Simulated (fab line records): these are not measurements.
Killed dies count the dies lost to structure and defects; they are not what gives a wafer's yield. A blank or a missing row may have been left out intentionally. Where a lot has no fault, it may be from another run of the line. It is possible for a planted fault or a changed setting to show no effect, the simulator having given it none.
fab line records | flow n5_finfet
[record] lots = 5 | wafers = 15 | last_day = 17
route steps=1938 shown MIM_BOT_LITHO@1861 MIM_BOT_ETCH@1866 PASS1_CAP@1873 TV_LITHO@1875 TV_OPEN@1887
lots that met no fault: taken from a fault-free run of the same line
start_h: hours from the record's opening day to when the first of the lot's shown wafers began | wait_h: hours elapsed since this lot's preceding step | " same as the row above | L1.1+2: one row covering several wafers at once | - value missing, or start not given | * or withheld: withheld | < > ~ a bound
route shown NAME@n: a module of which the file shows steps, and the number in the route of the first | usual: mean/standard deviation taken from wafers without a fault | same: alike in all rows | chamber/n: place in a boat | sites: readings site by site | _std_site: standard deviation of those values | _edge_site: inner sites' mean taken away from outer sites' mean | radius_mm: how far each site lies from the wafer's centre | mask NAME#n: copy n | behind: the tool/chamber that last shaped the wafer | hold: why the lot was held/for how many hours/how that ended | device: which transistor (n, p or np) failed to switch | end of line: the tests these same wafers got at the end of their route | a step with no rows: only its recipe | killed: not the wafer's yield, but the dies lost to structure and defects at the first sort | map: the dies of a wafer, with x for killed, . for not killed, _ for no die there
set.NAME: the setting that was run; set.NAME@STEP: the one run at that earlier step | model.NAME: the simulator's own value behind a step, which no gauge read
lots at some steps of the route; a table a step, a row a wafer
services: when a tool's chamber went out of use (start_h, in hours from the record's first day, below 0 if earlier), for how many hours, and the reason
[[steps]]
[step N5_MIM_BOT_LITHO_HARDBAKE_09]
[recipe] temp_c = 130 | time_s = 120
[step N5_MIM_BOT_LITHO_CD_MEAS_08]
[recipe] target_cd_nm = 3000 | landing_energy_ev = 500 | detector = se_inlens | polarity = opening
[usual] cd_nm = 2999.6/1.7
lot.wafer | tool      | chamber | start_h | wait_h | cd_nm
L837.2    | cd_sem-03 | 0       | 256.44  | -      | 2997.6
L837.3    | "         | 0       | "       | "      | 2997.3
L837.4    | "         | 0       | "       | "      | 2997.2
L848.3    | cd_sem-03 | 0       | 327.53  | -      | 3000.1
L848.5    | "         | 0       | "       | "      | 3001.2
L848.6    | "         | 0       | "       | "      | 3001.0
L849.2    | cd_sem-02 | 0       | 337.85  | -      | 2997.1
L849.5    | "         | 0       | "       | "      | 2998.4
L849.6    | "         | 0       | "       | "      | 2998.2
L858.1    | cd_sem-01 | 0       | 392.35  | -      | 2997.8
L858.4    | "         | 0       | "       | "      | 3000.6
L858.5    | "         | 0       | "       | "      | 2998.5
L860.1    | cd_sem-02 | 0       | 400.56  | -      | 3002.1
L860.2    | "         | 0       | "       | "      | 3002.8
L860.5    | "         | 0       | "       | "      | 2999.9
[step N5_MIM_BOT_LITHO_OVL_MEAS_11]
[recipe] points_per_wafer = 44
[usual] MIM_BOT_OVL = 2/5.1
[same] points_per_wafer = 44
lot.wafer | tool       | chamber | start_h | wait_h | MIM_BOT_OVL[nm]
L837.2    | overlay-01 | 0       | 256.47  | 0.0    | 14
L837.3    | "          | 0       | "       | "      | 0
L837.4    | "          | 0       | "       | "      | 10
L848.3    | overlay-02 | 0       | 327.55  | 0.0    | 5
L848.5    | "          | 0       | "       | "      | 5
L848.6    | "          | 0       | "       | "      | -6
L849.2    | overlay-01 | 0       | 337.88  | 0.0    | 7
L849.5    | "          | 0       | "       | "      | -8
L849.6    | "          | 0       | "       | "      | -8
L858.1    | overlay-02 | 0       | 392.38  | 0.0    | -6
L858.4    | "          | 0       | "       | "      | 6
L858.5    | "          | 0       | "       | "      | -1
L860.1    | overlay-02 | 0       | 400.59  | 0.0    | 1
L860.2    | "          | 0       | "       | "      | 0
L860.5    | "          | 0       | "       | "      | -8
[step N5_MIM_BOT_LITHO_INSPECT_12]
[recipe] mode = adi | inspect_instrument = macro
[usual] raw_defect_count = 2.1/1.6
lot.wafer | tool              | chamber | start_h | wait_h | raw_defect_count
L837.2    | defect_inspect-01 | -       | 256.49  | 0.0    | 0
L837.3    | "                 | -       | "       | "      | 3
L837.4    | "                 | -       | "       | "      | 2
L848.3    | defect_inspect-01 | -       | 327.58  | 0.0    | 0
L848.5    | "                 | -       | "       | "      | 2
L848.6    | "                 | -       | "       | "      | 2
L849.2    | defect_inspect-01 | -       | 337.90  | 0.0    | 3
L849.5    | "                 | -       | "       | "      | 1
L849.6    | "                 | -       | "       | "      | 0
L858.1    | defect_inspect-02 | -       | 392.40  | 0.0    | 2
L858.4    | "                 | -       | "       | "      | 1
L858.5    | "                 | -       | "       | "      | 0
L860.1    | defect_inspect-02 | -       | 400.61  | 0.0    | 1
L860.2    | "                 | -       | "       | "      | 3
L860.5    | "                 | -       | "       | "      | 1
[step N5_MIM_BOT_LITHO_DESCUM_10]
[recipe] chemistry = O2 | time_s = 7.9 | source_power_w = 50 | bias_power_w = 20 | pressure_mtorr = 20 | rf_frequency_hz = 2.712e+07 | temp_c = 40 | o2_flow_sccm = 225
[step N5_MIM_BOT_ETCH_ETCH_04]
[recipe] chemistry = CF4/O2 | target = SiNx | target_depth_a = 260 | time_s = 13 | ion_energy_ev = 100 | pressure_mtorr = 40 | source_w = 535 | bias_w = 49 | Ar_flow_sccm = 100 | cf4_flow_sccm = 100 | O2_flow_sccm = 10
[usual] drypump_motor_current_A = 5.5/0.45 | oes_product_au = 0.78/0.074 | rf_vpp_V = 241/3 | showerhead_plenum_p_Torr = 2.20/0.066 | throttle_valve_pct = 16.11/0.26
lot.wafer | tool        | chamber | start_h | wait_h | drypump_motor_current_A | oes_product_au | rf_hours_counter_h | rf_vpp_V | showerhead_plenum_p_Torr | throttle_valve_pct
L837.2    | rie_diel-02 | 1       | 256.60  | 0.0    | 5.3                     | 0.87           | 40                 | 243      | 2.15                     | 15.80
L837.3    | "           | 0       | "       | "      | 5.6                     | 0.72           | 201                | 239      | 2.19                     | 16.36
L837.4    | "           | 3       | "       | "      | 4.9                     | 0.72           | 186                | 245      | 2.20                     | 16.11
L848.3    | rie_diel-02 | 3       | 327.68  | 0.0    | 4.9                     | 0.71           | 212                | 244      | 2.19                     | 16.13
L848.5    | "           | 3       | "       | "      | 4.9                     | 0.70           | -                  | 244      | 2.19                     | 16.14
L848.6    | "           | 0       | "       | "      | 5.6                     | 0.71           | -                  | 237      | 2.18                     | 16.39
L849.2    | rie_diel-01 | 3       | 338.01  | 0.0    | 6.2                     | 0.77           | 158                | 242      | 2.28                     | 16.41
L849.5    | "           | 1       | "       | "      | 6.0                     | 0.72           | -                  | 240      | 2.11                     | 16.36
L849.6    | "           | 0       | "       | "      | 5.9                     | 0.88           | -                  | 240      | 2.24                     | 15.88
L858.1    | rie_diel-01 | 1       | 392.50  | 0.0    | 6.1                     | 0.71           | 198                | 239      | 2.11                     | 16.41
L858.4    | "           | 1       | "       | "      | 6.1                     | 0.71           | -                  | 237      | 2.11                     | 16.41
L858.5    | "           | 2       | "       | "      | 5.6                     | 0.82           | -                  | 245      | 2.31                     | 15.68
L860.1    | rie_diel-02 | 3       | 400.88  | 0.1    | 4.9                     | 0.68           | 241                | 244      | 2.18                     | 16.19
L860.2    | "           | 1       | "       | "      | 5.3                     | 0.79           | 92                 | 243      | 2.14                     | 15.89
L860.5    | "           | 3       | "       | "      | 4.9                     | 0.68           | -                  | 243      | 2.18                     | 16.20
[step N5_MIM_BOT_ETCH_ETCH_03]
[recipe] chemistry = Cl2/BCl3 | target_depth_a = 120 | pressure_mtorr = 8 | icp_w = 800 | bias_w = 100 | Cl2_flow_sccm = 20 | bcl3_flow_sccm = 80
[usual] drypump_motor_current_A = 5.9/0.42 | oes_product_au = 0.78/0.091 | throttle_valve_pct = 27.62/0.12
lot.wafer | tool         | chamber | start_h | wait_h | drypump_motor_current_A | oes_product_au | rf_hours_counter_h | throttle_valve_pct
L837.2    | rie_metal-03 | 1       | 256.69  | 0.1    | 5.2                     | 0.90           | 11                 | 27.70
L837.3    | "            | 0       | "       | "      | 6.2                     | 0.76           | -                  | 27.50
L837.4    | "            | 1       | "       | "      | 5.3                     | 0.91           | -                  | 27.70
L848.3    | rie_metal-03 | 0       | 327.80  | 0.1    | 6.2                     | 0.73           | -                  | 27.51
L848.5    | "            | 1       | "       | "      | 5.3                     | 0.88           | -                  | 27.70
L848.6    | "            | 0       | "       | "      | 6.2                     | 0.74           | -                  | 27.53
L849.2    | rie_metal-01 | 0       | 338.10  | 0.1    | 6.0                     | 0.63           | 110                | 27.75
L849.5    | "            | 0       | "       | "      | 6.0                     | 0.63           | -                  | 27.76
L849.6    | "            | 1       | "       | "      | 5.6                     | 0.76           | -                  | 27.63
L858.1    | rie_metal-01 | 1       | 392.59  | 0.1    | 5.6                     | 0.75           | 50                 | 27.60
L858.4    | "            | 1       | "       | "      | 5.6                     | 0.76           | -                  | 27.63
L858.5    | "            | 0       | "       | "      | 6.0                     | 0.97           | -                  | 27.60
L860.1    | rie_metal-03 | 1       | 401.00  | 0.1    | 5.3                     | 0.85           | 26                 | 27.72
L860.2    | "            | 0       | "       | "      | 6.2                     | 0.71           | 62                 | 27.53
L860.5    | "            | 0       | "       | "      | 6.2                     | 0.71           | -                  | 27.52
[step N5_MIM_BOT_ETCH_ETCH_00]
[recipe] chemistry = Cl2/BCl3 | target = TiN | target_depth_a = 455 | ion_energy_ev = 150 | pressure_mtorr = 10 | icp_w = 1000 | bias_w = 126 | Cl2_flow_sccm = 53.25 | bcl3_flow_sccm = 21.75 | Ar_flow_sccm = 25
[usual] drypump_motor_current_A = 5.9/0.42 | oes_product_au = 0.78/0.091 | throttle_valve_pct = 21.98/0.13
lot.wafer | tool         | chamber | start_h | wait_h | drypump_motor_current_A | oes_product_au | rf_hours_counter_h | throttle_valve_pct
L837.2    | rie_metal-03 | 1       | 256.78  | 0.1    | 5.3                     | 0.91           | 11                 | 22.03
L837.3    | "            | 0       | "       | "      | 6.2                     | 0.75           | -                  | 21.87
L837.4    | "            | 1       | "       | "      | 5.3                     | 0.91           | -                  | 22.03
L848.3    | rie_metal-03 | 0       | 327.90  | 0.1    | 6.2                     | 0.74           | -                  | 21.88
L848.5    | "            | 1       | "       | "      | 5.3                     | 0.88           | -                  | 22.04
L848.6    | "            | 0       | "       | "      | 6.2                     | 0.74           | -                  | 21.89
L849.2    | rie_metal-01 | 0       | 338.19  | 0.1    | 6.0                     | 0.63           | 111                | 22.12
L849.5    | "            | 0       | "       | "      | 6.0                     | 0.63           | -                  | 22.15
L849.6    | "            | 1       | "       | "      | 5.6                     | 0.76           | -                  | 21.97
L858.1    | rie_metal-01 | 1       | 392.68  | 0.1    | 5.6                     | 0.75           | 50                 | 21.97
L858.4    | "            | 1       | "       | "      | 5.6                     | 0.76           | -                  | 21.98
L858.5    | "            | 0       | "       | "      | 6.0                     | 0.97           | -                  | 21.91
L860.1    | rie_metal-03 | 1       | 401.09  | 0.1    | 5.3                     | 0.85           | 26                 | 22.05
L860.2    | "            | 0       | "       | "      | 6.2                     | 0.72           | 62                 | 21.91
L860.5    | "            | 0       | "       | "      | 6.2                     | 0.72           | -                  | 21.92
[step N5_MIM_BOT_ETCH_STRIP_01]
[recipe] chemistry = O2 | power_w = 600 | temp_c = 60 | pressure_mtorr = 30 | rf_frequency_hz = 6e+07 | bias_power_w = 0 | overash_fraction = 0.5 | o2_flow_sccm = 225
[step N5_MIM_BOT_ETCH_STRIP_02]
[recipe] chemistry = post_etch_residue_remover | time_s = 1200 | temp_c = 72.5
[step N5_MIM_BOT_ETCH_CLEAN_05]
[recipe] chemistry = IPA | time_s = 180 | temp_c = 25
[step N5_MIM_BOT_ETCH_SRD_06]
[recipe] dry = ipa_marangoni | time_s = 30 | temp_c = 23 | rinse_liquid = diw
[step N5_PASSIVATION_PECVD_55]
[recipe] material = SiO2 | target_thk_a = 4000 | temp_c = 400 | precursor = SiH4/N2O | pressure_torr = 2.7 | rf_w = 608 | time_s = 22.5
[usual] heater_power_w = 670/62 | showerhead_plenum_p_Torr = 8.21/0.11 | throttle_valve_pct = 50.6/2.2
lot.wafer | tool     | chamber | start_h | wait_h | heater_power_w | showerhead_plenum_p_Torr | throttle_valve_pct | model.SiO2_of_PASSIVATION_PECVD_55.thk_nm
L837.2    | pecvd-01 | 2       | 257.48  | 0.0    | 651            | 8.35                     | 47.2               | 400.4
L837.3    | "        | 0       | "       | "      | 653            | 8.10                     | 53.9               | 403.2
L837.4    | "        | 0       | "       | "      | 667            | 8.11                     | 54.2               | 410.8
L848.3    | pecvd-03 | 1       | 328.51  | 0.0    | 622            | 8.20                     | 51.3               | 398.6
L848.5    | "        | 2       | "       | "      | 520            | 8.10                     | 52.1               | 406
L848.6    | "        | 1       | "       | "      | 650            | 8.22                     | 51.4               | 400.2
L849.2    | pecvd-03 | 2       | 338.92  | 0.0    | 556            | 8.11                     | 52.0               | 212.8
L849.5    | "        | 1       | "       | "      | 687            | 8.20                     | 51.4               | 401.8
L849.6    | "        | 2       | "       | "      | 610            | 8.09                     | 52.3               | 400
L858.1    | pecvd-01 | 2       | 393.32  | 0.0    | 717            | 8.34                     | 48.2               | 402.6
L858.4    | "        | 1       | "       | "      | 567            | 8.24                     | 51.2               | 409.4
L858.5    | "        | 2       | "       | "      | 728            | 8.36                     | 47.9               | 409.4
L860.1    | pecvd-02 | 2       | 401.74  | 0.0    | 772            | 8.13                     | 47.6               | 399.6
L860.2    | "        | 0       | "       | "      | 637            | 8.37                     | 52.3               | 394
L860.5    | "        | 2       | "       | "      | 781            | 8.13                     | 48.0               | 407.2
[step N5_PASSIVATION_PECVD_01]
[recipe] material = SiNx | target_thk_a = 2000 | temp_c = 400 | precursor = SiH4/NH3/N2 | pressure_torr = 4.9 | rf_w = 1406 | time_s = 43.2
[usual] heater_power_w = 381/64 | showerhead_plenum_p_Torr = 8.71/0.073 | throttle_valve_pct = 28.7/1.2
lot.wafer | tool     | chamber | start_h | wait_h | heater_power_w | showerhead_plenum_p_Torr | throttle_valve_pct
L837.2    | pecvd-01 | 2       | 257.51  | 0.0    | 498            | 8.81                     | 27.0
L837.3    | "        | 0       | "       | "      | 319            | 8.63                     | 30.3
L837.4    | "        | 0       | "       | "      | 331            | 8.64                     | 30.6
L848.3    | pecvd-03 | 1       | 328.55  | 0.0    | 347            | 8.71                     | 29.2
L848.5    | "        | 2       | "       | "      | 327            | 8.61                     | 29.6
L848.6    | "        | 1       | "       | "      | 366            | 8.70                     | 29.0
L849.2    | pecvd-03 | 2       | 338.97  | 0.0    | 367            | 8.63                     | 29.5
L849.5    | "        | 1       | "       | "      | 417            | 8.69                     | 29.3
L849.6    | "        | 2       | "       | "      | 381            | 8.64                     | 29.4
L858.1    | pecvd-01 | 2       | 393.36  | 0.0    | 428            | 8.79                     | 27.3
L858.4    | "        | 1       | "       | "      | 365            | 8.73                     | 29.0
L858.5    | "        | 2       | "       | "      | 430            | 8.81                     | 27.3
L860.1    | pecvd-02 | 2       | 401.77  | 0.0    | 471            | 8.69                     | 27.1
L860.2    | "        | 0       | "       | "      | 476            | 8.80                     | 29.9
L860.5    | "        | 2       | "       | "      | 465            | 8.64                     | 26.9
[step N5_PASSIVATION_HMDS_03]
[recipe] time_s = 60 | temp_c = 120
[step N5_PASSIVATION_COAT_04]
[recipe] spin_rpm = * | resist_thk_nm = *
[step N5_PASSIVATION_EBR_06]
[recipe] solvent = PGMEA | ebr_width_mm = 1.5
[step N5_PASSIVATION_SOFTBAKE_05]
[recipe] temp_c = 100 | time_s = 90
[step N5_PASSIVATION_EXPOSE_07]
[recipe] mask_id = TV | na = 0.55 | source_shape = conventional | sigma_outer = 0.8 | polarization = unpolarized | defocus_nm = 0 | target_cd_nm = 3000 | dose_mj = 22.75
[step N5_PASSIVATION_PEB_08]
[recipe] peb_temp_c = withheld | peb_time_s = *
[step N5_PASSIVATION_DEVELOP_09]
[recipe] develop_time_s = 60 | rinse_liquid = diw | dry = air_spin | dev_temp_c = 21
[step N5_PASSIVATION_HARDBAKE_11]
[recipe] temp_c = 130 | time_s = 120
[step N5_PASSIVATION_CD_MEAS_10]
[recipe] target_cd_nm = 3000 | landing_energy_ev = 500 | detector = se_inlens
[usual] cd_nm = 3000.8/1.6
lot.wafer | tool      | chamber | start_h | wait_h | cd_nm
L837.2    | cd_sem-01 | 0       | 258.22  | -      | 3000.7
L837.3    | "         | 0       | "       | "      | 3000.3
L837.4    | "         | 0       | "       | "      | 2999.7
L848.3    | cd_sem-02 | 0       | 329.04  | -      | 2999.7
L848.5    | "         | 0       | "       | "      | 2999.1
L848.6    | "         | 0       | "       | "      | 2999.6
L849.2    | cd_sem-03 | 0       | 340.43  | -      | 3001.8
L849.5    | "         | 0       | "       | "      | 3003.2
L849.6    | "         | 0       | "       | "      | 3001.1
L858.1    | cd_sem-01 | 0       | 394.45  | -      | 3000.9
L858.4    | "         | 0       | "       | "      | 3002.1
L858.5    | "         | 0       | "       | "      | 3001.9
L860.1    | cd_sem-03 | 0       | 403.81  | -      | 3000.6
L860.2    | "         | 0       | "       | "      | 3001.9
L860.5    | "         | 0       | "       | "      | 3000.4
[step N5_PASSIVATION_OVL_MEAS_60]
[recipe] points_per_wafer = 44
[usual] TV_OVL = 0/5.8
[same] points_per_wafer = 44
lot.wafer | tool       | chamber | start_h | wait_h | TV_OVL[nm]
L837.2    | overlay-01 | 0       | 258.25  | 0.0    | 4
L837.3    | "          | 0       | "       | "      | 5
L837.4    | "          | 0       | "       | "      | 5
L848.3    | overlay-02 | 0       | 329.06  | 0.0    | 7
L848.5    | "          | 0       | "       | "      | -1
L848.6    | "          | 0       | "       | "      | -3
L849.2    | overlay-01 | 0       | 340.46  | 0.0    | 3
L849.5    | "          | 0       | "       | "      | 5
L849.6    | "          | 0       | "       | "      | -1
L858.1    | overlay-01 | 0       | 394.48  | 0.0    | 9
L858.4    | "          | 0       | "       | "      | 5
L858.5    | "          | 0       | "       | "      | 6
L860.1    | overlay-02 | 0       | 403.84  | 0.0    | -4
L860.2    | "          | 0       | "       | "      | 13
L860.5    | "          | 0       | "       | "      | -6
[step N5_PASSIVATION_INSPECT_61]
[recipe] mode = adi | inspect_instrument = macro
[usual] raw_defect_count = 2.1/1.4
lot.wafer | tool              | chamber | start_h | wait_h | raw_defect_count
L837.2    | defect_inspect-01 | -       | 258.27  | 0.0    | 3
L837.3    | "                 | -       | "       | "      | 3
L837.4    | "                 | -       | "       | "      | 5
L848.3    | defect_inspect-02 | -       | 329.09  | 0.0    | 4
L848.5    | "                 | -       | "       | "      | 3
L848.6    | "                 | -       | "       | "      | 4
L849.2    | defect_inspect-01 | -       | 340.48  | 0.0    | 1
L849.5    | "                 | -       | "       | "      | 1
L849.6    | "                 | -       | "       | "      | 1
L858.1    | defect_inspect-02 | -       | 394.50  | 0.0    | 2
L858.4    | "                 | -       | "       | "      | 5
L858.5    | "                 | -       | "       | "      | 2
L860.1    | defect_inspect-01 | -       | 403.86  | 0.0    | 2
L860.2    | "                 | -       | "       | "      | 2
L860.5    | "                 | -       | "       | "      | 0
[step N5_PASSIVATION_DESCUM_12]
[recipe] chemistry = O2 | time_s = 7.9 | source_power_w = 50 | bias_power_w = 20 | pressure_mtorr = 20 | rf_frequency_hz = 2.712e+07 | temp_c = 40 | o2_flow_sccm = 225
[usual] drypump_motor_current_A = 5.5/0.48 | oes_product_au = 0.78/0.085 | rf_vpp_V = 243.1/1.3 | showerhead_plenum_p_Torr = 2.09/0.067 | throttle_valve_pct = 20.45/0.24
lot.wafer | tool        | chamber | start_h | wait_h | drypump_motor_current_A | oes_product_au | rf_hours_counter_h | rf_vpp_V | showerhead_plenum_p_Torr | throttle_valve_pct
L837.2    | rie_diel-05 | 0       | 258.84  | 0.6    | 5.3                     | 0.74           | 184                | 242.8    | 2.07                     | 20.16
L837.3    | "           | 3       | "       | "      | 5.4                     | 0.72           | 195                | 244.0    | 2.17                     | 20.43
L837.4    | "           | 2       | "       | "      | 6.0                     | 0.96           | 8                  | 243.0    | 2.05                     | 20.41
L848.3    | rie_diel-06 | 2       | 329.46  | 0.4    | 5.7                     | 0.70           | 187                | 242.7    | 1.99                     | 20.87
L848.5    | "           | 3       | "       | "      | 6.8                     | 0.82           | -                  | 242.1    | 2.11                     | 20.23
L848.6    | "           | 2       | "       | "      | 5.7                     | 0.70           | -                  | 242.0    | 1.99                     | 20.87
L849.2    | rie_diel-05 | 2       | 340.53  | 0.0    | 6.0                     | 0.90           | 31                 | 243.5    | 2.04                     | 20.44
L849.5    | "           | 3       | "       | "      | 5.4                     | 0.70           | -                  | 243.9    | 2.16                     | 20.49
L849.6    | "           | 0       | "       | "      | 5.3                     | 0.72           | -                  | 243.1    | 2.06                     | 20.20
L858.1    | rie_diel-06 | 2       | 395.35  | 0.8    | 5.7                     | 0.69           | 208                | 241.5    | 1.99                     | 20.90
L858.4    | "           | 1       | "       | "      | 5.3                     | 0.80           | -                  | 244.0    | 2.10                     | 20.57
L858.5    | "           | 1       | "       | "      | 5.4                     | 0.80           | -                  | 244.0    | 2.10                     | 20.57
L860.1    | rie_diel-05 | 3       | 404.21  | 0.4    | 5.4                     | 0.69           | 239                | 242.5    | 2.16                     | 20.50
L860.2    | "           | 0       | "       | "      | 5.3                     | 0.71           | 227                | 241.4    | 2.06                     | 20.22
L860.5    | "           | 3       | "       | "      | 5.4                     | 0.69           | -                  | 246.2    | 2.16                     | 20.50
[step N5_PASSIVATION_PASS_ETCH_74]
[recipe] chemistry = CF4/O2 | target = SiNx | target_depth_a = 2200 | time_s = 110 | ion_energy_ev = 100 | pressure_mtorr = 40 | source_w = 535 | bias_w = 49 | Ar_flow_sccm = 100 | cf4_flow_sccm = 100 | O2_flow_sccm = 10
[step N5_PASSIVATION_VIA_ETCH_13]
[recipe] chemistry = CHF3/O2 | target = SiO2 | target_depth_a = 6600 | CHF3_flow_sccm = 50 | O2_flow_sccm = 5 | Ar_flow_sccm = 200 | time_s = 330 | mask_material = PR | pressure_mtorr = 30 | source_w = 650 | bias_w = 170 | ion_energy_ev = 200 | ends = cleared
[usual] drypump_motor_current_A = 5.5/0.48 | etch_rf_on_time_s = 238/4 | oes_product_au = 0.70/0.075 | rf_vpp_V = 524/5.8 | showerhead_plenum_p_Torr = 2.41/0.074 | throttle_valve_pct = 18.94/0.21
lot.wafer | tool        | chamber | start_h | wait_h | drypump_motor_current_A | etch_rf_on_time_s | oes_product_au | rf_hours_counter_h | rf_vpp_V | showerhead_plenum_p_Torr | throttle_valve_pct | model.coat_of_PASSIVATION_COAT_04.thk_nm | model.TV_OPEN.cd_offset_nm
L837.2    | rie_diel-05 | 0       | 259.00  | 0.0    | 5.3                     | 237               | 0.67           | 184                | 516      | 2.41                     | 18.75              | *                                        | 1.6
L837.3    | "           | 3       | "       | "      | 5.4                     | 239               | 0.66           | 195                | 523      | 2.50                     | 18.91              | *                                        | 2.4
L837.4    | "           | 2       | "       | "      | 6.0                     | 241               | 0.86           | 9                  | 522      | 2.37                     | 18.86              | *                                        | 1.6
L848.3    | rie_diel-06 | 2       | 329.61  | 0.0    | 5.7                     | 240               | 0.63           | 188                | 525      | 2.30                     | 19.31              | *                                        | 2.2
L848.5    | "           | 3       | "       | "      | 6.7                     | 237               | 0.75           | -                  | 527      | 2.45                     | 18.78              | *                                        | 2.2
L848.6    | "           | 2       | "       | "      | 5.7                     | 240               | 0.63           | -                  | 525      | 2.30                     | 19.31              | *                                        | 2.8
L849.2    | rie_diel-05 | 2       | 340.68  | 0.0    | 6.0                     | 126               | 0.81           | 31                 | 522      | 2.36                     | 18.88              | *                                        | 3.8
L849.5    | "           | 3       | "       | "      | 5.4                     | 241               | 0.63           | -                  | 522      | 2.49                     | 18.94              | *                                        | 1.4
L849.6    | "           | 0       | "       | "      | 5.3                     | 241               | 0.65           | -                  | 517      | 2.40                     | 18.81              | *                                        | 2
L858.1    | rie_diel-06 | 2       | 395.59  | 0.1    | 5.7                     | 245               | 0.62           | 208                | 526      | 2.29                     | 19.35              | *                                        | 2.2
L858.4    | "           | 1       | "       | "      | 5.3                     | 240               | 0.72           | -                  | 531      | 2.43                     | 19.03              | *                                        | 2
L858.5    | "           | 1       | "       | "      | 5.4                     | 241               | 0.72           | -                  | 529      | 2.43                     | 19.03              | *                                        | 1.6
L860.1    | rie_diel-05 | 3       | 404.37  | 0.0    | 5.4                     | 241               | 0.62           | 239                | 521      | 2.48                     | 18.97              | *                                        | 2.8
L860.2    | "           | 0       | "       | "      | 5.3                     | 235               | 0.64           | 227                | 515      | 2.39                     | 18.83              | *                                        | 1.8
L860.5    | "           | 3       | "       | "      | 5.4                     | 244               | 0.63           | -                  | 522      | 2.48                     | 18.97              | *                                        | 2
[step N5_PASSIVATION_STRIP_14]
[recipe] chemistry = O2 | power_w = 600 | temp_c = 60 | pressure_mtorr = 30 | rf_frequency_hz = 6e+07 | bias_power_w = 0 | overash_fraction = 0.5 | o2_flow_sccm = 225
[step N5_PASSIVATION_ETCH_15]
[recipe] chemistry = CF4/N2 | target = SiCN | target_depth_a = 750 | taper_deg = 2 | time_s = 81.2 | ion_energy_ev = 150 | mask_material = SiNx | pressure_mtorr = 40 | source_w = 430 | bias_w = 70 | Ar_flow_sccm = 100 | cf4_flow_sccm = 60 | n2_flow_sccm = 60
[usual] drypump_motor_current_A = 5.5/0.48 | oes_product_au = 0.77/0.083 | rf_vpp_V = 382.2/1.9 | showerhead_plenum_p_Torr = 2.21/0.068 | throttle_valve_pct = 15.49/0.23
lot.wafer | tool        | chamber | start_h | wait_h | drypump_motor_current_A | oes_product_au | rf_hours_counter_h | rf_vpp_V | showerhead_plenum_p_Torr | throttle_valve_pct | model.TV_OPEN.cd_offset_nm
L837.2    | rie_diel-05 | 0       | -       | -      | 5.3                     | 0.73           | 185                | 382.6    | 2.20                     | 15.31              | 1.6
L837.3    | "           | 3       | "       | "      | 5.4                     | 0.72           | 195                | 384.1    | 2.29                     | 15.50              | 2.4
L837.4    | "           | 2       | "       | "      | 6.0                     | 0.94           | 9                  | 380.1    | 2.17                     | 15.33              | 1.8
L848.3    | rie_diel-06 | 2       | -       | -      | 5.7                     | 0.70           | 188                | 380.4    | 2.11                     | 15.87              | 2.2
L848.5    | "           | 3       | "       | "      | 6.7                     | 0.81           | -                  | 384.1    | 2.23                     | 15.32              | 2.2
L848.6    | "           | 2       | "       | "      | 5.7                     | 0.70           | -                  | 380.0    | 2.11                     | 15.90              | 2.6
L849.2    | rie_diel-05 | 2       | -       | -      | 6.0                     | 0.89           | 31                 | 380.6    | 2.16                     | 15.39              | 3.6
L849.5    | "           | 3       | "       | "      | 5.4                     | 0.70           | -                  | 383.6    | 2.28                     | 15.56              | 1.4
L849.6    | "           | 0       | "       | "      | 5.3                     | 0.72           | -                  | 381.9    | 2.19                     | 15.37              | 2
L858.1    | rie_diel-06 | 2       | -       | -      | 5.7                     | 0.68           | 209                | 379.8    | 2.10                     | 15.93              | 2.2
L858.4    | "           | 1       | "       | "      | 5.3                     | 0.81           | -                  | 383.0    | 2.22                     | 15.60              | 1.8
L858.5    | "           | 1       | "       | "      | 5.4                     | 0.80           | -                  | 383.8    | 2.22                     | 15.59              | 1.6
L860.1    | rie_diel-05 | 3       | -       | -      | 5.4                     | 0.69           | 239                | 384.1    | 2.27                     | 15.58              | 2.8
L860.2    | "           | 0       | "       | "      | 5.3                     | 0.71           | 228                | 382.4    | 2.18                     | 15.42              | 1.8
L860.5    | "           | 3       | "       | "      | 5.4                     | 0.69           | -                  | 383.8    | 2.27                     | 15.61              | 2
[step N5_PASSIVATION_STRIP_73]
[recipe] chemistry = post_etch_residue_remover | time_s = 60 | temp_c = 25 | remover_ph = withheld | remover_water_wt_pct = withheld | remover_fluoride_wt_pct = withheld
[[services]]
tool         | chamber | start_h | hours | kind
rie_diel-05  | 3       | 240.96  | 8.6   | repair
rie_diel-01  | 3       | 270.15  | 5.9   | repair
rie_diel-05  | 2       | 283.44  | 5.7   | repair
rie_diel-01  | 2       | 285.76  | 10.5  | repair
pecvd-03     | 0       | 288.33  | 5.5   | scheduled_down
rie_diel-01  | 0       | 307.46  | 4.7   | repair
rie_diel-06  | -       | 307.82  | 0.2   | repair
rie_diel-01  | 0       | 314.89  | 13.9  | repair
rie_metal-03 | -       | 319.20  | 0.7   | repair
rie_diel-01  | 1       | 329.92  | 2.2   | repair
pecvd-03     | 2       | 330.10  | 2.1   | scheduled_down
pecvd-03     | 0       | 332.84  | 21.3  | repair
pecvd-01     | -       | 335.32  | 46.5  | repair
rie_metal-01 | 0       | 350.01  | -     | clean
rie_metal-01 | 0       | 350.01  | 17.0  | scheduled_down
rie_diel-01  | -       | 352.40  | 0.5   | repair
pecvd-02     | -       | 355.41  | 0.6   | repair
pecvd-02     | -       | 365.01  | 4.3   | pm
rie_diel-06  | 1       | 372.25  | 20.2  | repair
rie_metal-01 | -       | 373.40  | 2.8   | pm
rie_diel-01  | -       | 374.73  | 2.8   | pm
rie_diel-05  | 2       | 385.76  | 2.4   | repair
rie_diel-01  | 0       | 391.51  | 7.0   | repair
rie_diel-06  | 0       | 394.34  | 4.2   | repair
[[key]]
[first_sign] step = N5_PASSIVATION_VIA_ETCH_13 | reading = etch_rf_on_time_s | direction = down | sigmas = 28 | usual = * | struck = *
effect none on later readings
[model_effect] step = N5_PASSIVATION_PECVD_55 | value = SiO2_of_PASSIVATION_PECVD_55.thk_nm | without = 400 | struck = 212.8
[model_effect] step = N5_PASSIVATION_VIA_ETCH_13 | value = coat_of_PASSIVATION_COAT_04.thk_nm | without = * | struck = *
[model_effect] step = N5_PASSIVATION_ETCH_15 | value = TV_OPEN.cd_offset_nm | without = 1.6 | struck = 3.6
met_at N5_PASSIVATION_PECVD_55
struck_wafers L849.2
onset_between 328.51 338.92
[fault] kind = process_parameter_drift | tool = pecvd-03 | chamber = - | onset_h = 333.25 | steps = N5_PASSIVATION_PECVD_55 | channel = time_s | offset = * | shape = step | end_h = 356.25 | scope = struck_wafers_only | acts_in = * | stated = *
